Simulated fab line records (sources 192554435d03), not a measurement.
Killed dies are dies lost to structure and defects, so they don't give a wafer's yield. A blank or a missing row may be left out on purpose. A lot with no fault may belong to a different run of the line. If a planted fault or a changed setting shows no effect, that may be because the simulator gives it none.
fab line records    flow n5_finfet    part 2 of 2: steps 23 to 29 of 29
record lots=5  wafers=15  last_day=17
route steps=1938 shown BEOL_M7@1279
lots untouched by any fault: they come from a run of this same line in which no faults occurred
start_h: start of the lot's first displayed wafer, in hours after the record's first day    wait_h: hours since the lot's step before    " the same as in the row above    L1.1+2: several wafers, shown together as one row    - no value, or no start given    * or withheld: withheld    < > ~ a bound
route shown NAME@n: names a module that has steps shown in the file, with the first one's number in the route    usual: mean/standard deviation taken from wafers without a fault    same: alike in all rows    chamber/n: place in a boat    sites: per-site readings    _std_site: standard deviation of those values    _edge_site: inner sites' mean taken away from outer sites' mean    radius_mm: how far each site lies from the wafer's centre    mask NAME#n: copy n    behind: the most recent tool/chamber to have shaped the wafer    hold: reason for holding the lot/hours on hold/outcome of the hold    device: the n, p or np transistor that did not switch    end of line: the same wafers' tests at the end of the route    step lacking rows: just its recipe    killed: the dies lost at the first sort to structure and to defects; this is not the yield of the wafer    map: the dies of a wafer, with x for killed, . for not killed, _ for no die there
set.NAME: the setting the step ran with; set.NAME@STEP: the setting that earlier step ran with    model.NAME: the simulator's own value behind a step, which no gauge read
a table for each step, a row for each wafer; lots at some steps of the route
services: from which hour (start_h, from the record's first day; less than 0 if before it) a tool's chamber was out of use, for how many hours, and why
## steps
# step N5_BEOL_M7_ETCH_65
# recipe chemistry=CF4  target=SiARC  target_depth_a=156  mask_material=CAR-EUV  time_s=26  ion_energy_ev=80  pressure_mtorr=40  source_w=545  bias_w=36  Ar_flow_sccm=100  cf4_flow_sccm=100  ends=cleared
# usual drypump_motor_current_A=5.8/0.47  etch_rf_on_time_s=26.1/0.36  oes_product_au=0.67/0.078  rf_vpp_V=184.5/1.2  showerhead_plenum_p_Torr=2.17/0.083  throttle_valve_pct=15.71/0.22
lot.wafer  tool         chamber  start_h  wait_h  drypump_motor_current_A  etch_rf_on_time_s  oes_product_au  rf_hours_counter_h  rf_vpp_V  showerhead_plenum_p_Torr  throttle_valve_pct
L077.1     rie_diel-05  1        209.13   0.0     6.2                      25.9               0.66            127                 182.4     1.98                      15.77
L077.3     "            2        "        "       6.1                      26.5               0.60            225                 183.7     2.20                      15.77
L077.4     "            0        "        "       5.5                      26.0               0.64            179                 183.8     2.22                      15.74
L080.1     rie_diel-05  0        229.31   0.0     5.5                      25.9               0.64            186                 185.7     2.22                      15.76
L080.2     "            2        "        "       6.1                      25.9               0.60            232                 184.1     2.20                      15.76
L080.6     "            3        "        "       6.6                      26.4               0.63            -                   183.7     2.21                      16.05
L082.1     rie_diel-06  1        241.82   0.0     5.4                      26.9               0.58            225                 182.9     2.12                      15.88
L082.4     "            2        "        "       5.9                      25.9               0.84            1                   185.0     2.19                      15.40
L082.5     "            1        "        "       5.4                      26.9               0.58            -                   185.3     2.12                      15.85
L088.1     rie_diel-06  0        270.98   0.0     4.9                      26.2               0.72            71                  184.0     2.17                      15.63
L088.4     "            3        "        "       5.6                      26.0               0.59            247                 185.0     2.20                      16.04
L088.6     "            1        "        "       5.4                      26.4               0.58            -                   183.4     2.11                      15.88
L097.3     rie_diel-06  0        336.69   0.0     4.9                      26.3               0.70            88                  183.6     2.16                      15.67
L097.5     "            2        "        "       5.9                      25.7               0.78            -                   185.7     2.18                      15.44
L097.6     "            0        "        "       4.9                      26.2               0.71            -                   184.2     2.16                      15.68
# step N5_BEOL_M7_ETCH_66
# recipe chemistry=N2/H2  target=SOC  target_depth_a=800  overetch_a=160  mask_material=SiARC  temp_c=40  time_s=120  ion_energy_ev=200  pressure_mtorr=30  source_w=840  bias_w=150  n2_flow_sccm=200  h2_flow_sccm=200
# usual drypump_motor_current_A=5.8/0.47  oes_product_au=0.60/0.067  rf_vpp_V=524.8/2.9  showerhead_plenum_p_Torr=2.58/0.1  throttle_valve_pct=17.94/0.22
lot.wafer  tool         chamber  start_h  wait_h  drypump_motor_current_A  oes_product_au  rf_hours_counter_h  rf_vpp_V  showerhead_plenum_p_Torr  throttle_valve_pct
L077.1     rie_diel-05  1        209.16   0.0     6.3                      0.59            127                 518.3     2.35                      18.01
L077.3     "            2        "        "       6.1                      0.54            225                 526.5     2.62                      17.92
L077.4     "            0        "        "       5.6                      0.57            179                 526.8     2.65                      17.88
L080.1     rie_diel-05  0        229.33   0.0     5.5                      0.57            186                 526.3     2.64                      17.91
L080.2     "            2        "        "       6.1                      0.54            232                 526.0     2.62                      17.94
L080.6     "            3        "        "       6.6                      0.57            -                   526.0     2.62                      18.29
L082.1     rie_diel-06  1        241.85   0.0     5.4                      0.53            225                 523.3     2.50                      17.96
L082.4     "            2        "        "       5.9                      0.76            1                   525.5     2.61                      17.71
L082.5     "            1        "        "       5.4                      0.54            -                   523.0     2.50                      17.97
L088.1     rie_diel-06  0        271.01   0.0     4.9                      0.65            71                  524.6     2.58                      18.04
L088.4     "            3        "        "       5.7                      0.52            247                 525.9     2.61                      18.33
L088.6     "            1        "        "       5.4                      0.53            -                   522.8     2.50                      17.97
L097.3     rie_diel-06  0        336.72   0.0     5.0                      0.64            88                  525.6     2.57                      18.07
L097.5     "            2        "        "       5.9                      0.69            -                   524.8     2.60                      17.75
L097.6     "            0        "        "       5.0                      0.63            -                   524.4     2.57                      18.09
# step N5_BEOL_M7_STRIP_69
# recipe chemistry=N2/H2  temp_c=40  n2_flow_sccm=200  h2_flow_sccm=200  rf_frequency_hz=6e+07
lot.wafer   tool         chamber  start_h  wait_h
L077.1+3+4  rie_diel-05  1,2,0    209.24   0.0
L080.1+2+6  rie_diel-05  0,2,3    229.41   0.0
L082.1+4+5  rie_diel-06  1,2,1    241.93   0.0
L088.1+4+6  rie_diel-06  0,3,1    271.09   0.0
L097.3+5+6  rie_diel-06  0,2,0    336.80   0.0
# step N5_BEOL_M7_STRIP_73
# recipe chemistry=N2/H2  temp_c=40  n2_flow_sccm=200  h2_flow_sccm=200  rf_frequency_hz=6e+07
lot.wafer   tool         chamber  start_h  wait_h
L077.1+3+4  rie_diel-05  1,2,0    209.25   0.0
L080.1+2+6  rie_diel-05  0,2,3    229.42   0.0
L082.1+4+5  rie_diel-06  1,2,1    241.94   0.0
L088.1+4+6  rie_diel-06  0,3,1    271.10   0.0
L097.3+5+6  rie_diel-06  0,2,0    336.81   0.0
# step N5_BEOL_M7_VIA_ETCH_34
# recipe chemistry=C4F6/O2  target=SiCOH_lowk  target_depth_a=1255  mask_material=SOC  taper_deg=4  time_s=50.5  ion_energy_ev=250  pressure_mtorr=30  source_w=345  bias_w=185  Ar_flow_sccm=300  C4F6_flow_sccm=10  O2_flow_sccm=10
# usual drypump_motor_current_A=5.8/0.47  oes_product_au=0.78/0.092  rf_vpp_V=664/7.3  showerhead_plenum_p_Torr=2.88/0.11  throttle_valve_pct=20.98/0.21
lot.wafer  tool         chamber  start_h  wait_h  drypump_motor_current_A  oes_product_au  rf_hours_counter_h  rf_vpp_V  showerhead_plenum_p_Torr  throttle_valve_pct
L077.1     rie_diel-05  1        209.26   0.0     6.2                      0.78            127                 660       2.65                      21.12
L077.3     "            2        "        "       6.1                      0.69            225                 668       2.91                      20.90
L077.4     "            0        "        "       5.5                      0.74            179                 661       2.95                      20.97
L080.1     rie_diel-05  0        229.43   0.0     5.5                      0.74            186                 659       2.95                      20.97
L080.2     "            2        "        "       6.1                      0.70            232                 668       2.91                      20.90
L080.6     "            3        "        "       6.5                      0.74            -                   662       2.94                      21.34
L082.1     rie_diel-06  1        241.95   0.0     5.4                      0.70            225                 662       2.81                      21.08
L082.4     "            2        "        "       5.9                      1.00            1                   673       2.91                      20.75
L082.5     "            1        "        "       5.4                      0.69            -                   662       2.81                      21.10
L088.1     rie_diel-06  0        271.11   0.0     4.9                      0.86            71                  670       2.89                      20.99
L088.4     "            3        "        "       5.6                      0.68            247                 654       2.92                      21.33
L088.6     "            1        "        "       5.4                      0.68            -                   662       2.81                      21.09
L097.3     rie_diel-06  0        336.82   0.0     5.0                      0.82            88                  669       2.88                      21.03
L097.5     "            2        "        "       5.9                      0.91            -                   673       2.90                      20.75
L097.6     "            0        "        "       4.9                      0.82            -                   671       2.88                      21.02
# step N5_BEOL_M7_STRIP_76
# recipe chemistry=C4F6/O2  resist=SiARC  rf_frequency_hz=6e+07
lot.wafer   tool         chamber  start_h  wait_h
L077.1+3+4  rie_diel-05  1,2,0    209.30   0.0
L080.1+2+6  rie_diel-05  0,2,3    229.48   0.0
L082.1+4+5  rie_diel-06  1,2,1    241.99   0.0
L088.1+4+6  rie_diel-06  0,3,1    271.15   0.0
L097.3+5+6  rie_diel-06  0,2,0    336.86   0.0
# step N5_BEOL_M7_STRIP_36
# recipe chemistry=N2/H2  power_w=450  temp_c=40  pressure_mtorr=20  rf_frequency_hz=6e+07  overash_fraction=0.3  bias_power_w=7  h2_frac=0.5  n2_flow_sccm=200  h2_flow_sccm=200
# usual drypump_motor_current_A=5.8/0.47  oes_product_au=0.78/0.091  rf_vpp_V=59.3/1.6  showerhead_plenum_p_Torr=2.57/0.1  throttle_valve_pct=23.80/0.24
lot.wafer  tool         chamber  start_h  wait_h  drypump_motor_current_A  oes_product_au  rf_hours_counter_h  rf_vpp_V  showerhead_plenum_p_Torr  throttle_valve_pct
L077.1     rie_diel-05  1        209.31   0.0     6.2                      0.78            127                 58.3      2.34                      23.84
L077.3     "            2        "        "       6.0                      0.72            225                 59.4      2.62                      23.65
L077.4     "            0        "        "       5.5                      0.75            179                 60.0      2.64                      23.66
L080.1     rie_diel-05  0        229.49   0.0     5.5                      0.74            186                 59.1      2.64                      23.64
L080.2     "            2        "        "       6.1                      0.72            232                 59.8      2.61                      23.67
L080.6     "            3        "        "       6.6                      0.73            -                   61.8      2.62                      24.16
L082.1     rie_diel-06  1        242.00   0.0     5.4                      0.69            226                 56.8      2.50                      23.69
L082.4     "            2        "        "       5.9                      1.00            1                   59.0      2.61                      23.71
L082.5     "            1        "        "       5.4                      0.68            -                   57.1      2.50                      23.66
L088.1     rie_diel-06  0        271.16   0.0     4.9                      0.85            71                  60.9      2.58                      24.11
L088.4     "            3        "        "       5.7                      0.69            247                 57.4      2.61                      24.21
L088.6     "            1        "        "       5.4                      0.68            -                   58.1      2.49                      23.73
L097.3     rie_diel-06  0        336.87   0.0     4.9                      0.83            88                  60.0      2.57                      24.18
L097.5     "            2        "        "       5.9                      0.92            -                   60.4      2.60                      23.73
L097.6     "            0        "        "       4.9                      0.83            -                   59.2      2.57                      24.15
## services
tool            chamber  start_h  hours  kind
euv_scanner-01  -        208.50   4.6    pm
rie_diel-06     2        212.43   -      clean
rie_diel-06     2        212.43   -      consumable_replace:focus_ring
rie_diel-06     2        212.43   23.1   scheduled_down
rie_diel-06     2        212.43   23.1   vent_cycle
rie_metal-02    -        234.31   0.4    repair
euv_scanner-02  -        238.05   1.0    pm
rie_metal-01    0        255.06   3.6    repair
euv_scanner-01  -        261.46   12.0   pm
rie_diel-02     3        265.75   4.8    repair
euv_scanner-01  -        275.98   1.4    repair
rie_diel-06     3        283.42   -      clean
rie_diel-06     3        283.42   -      consumable_replace:focus_ring
rie_diel-06     3        283.42   15.8   scheduled_down
rie_diel-06     3        283.42   15.8   vent_cycle
rie_metal-03    -        293.92   3.5    repair
rie_diel-06     0        294.17   6.8    repair
euv_scanner-02  -        294.24   1.0    pm
rie_metal-02    1        295.89   2.2    repair
euv_scanner-02  -        298.87   0.3    repair
euv_scanner-02  -        306.29   0.7    repair
rie_diel-02     2        312.93   29.5   repair
euv_scanner-02  -        313.41   4.6    pm
euv_scanner-01  -        335.76   1.0    pm
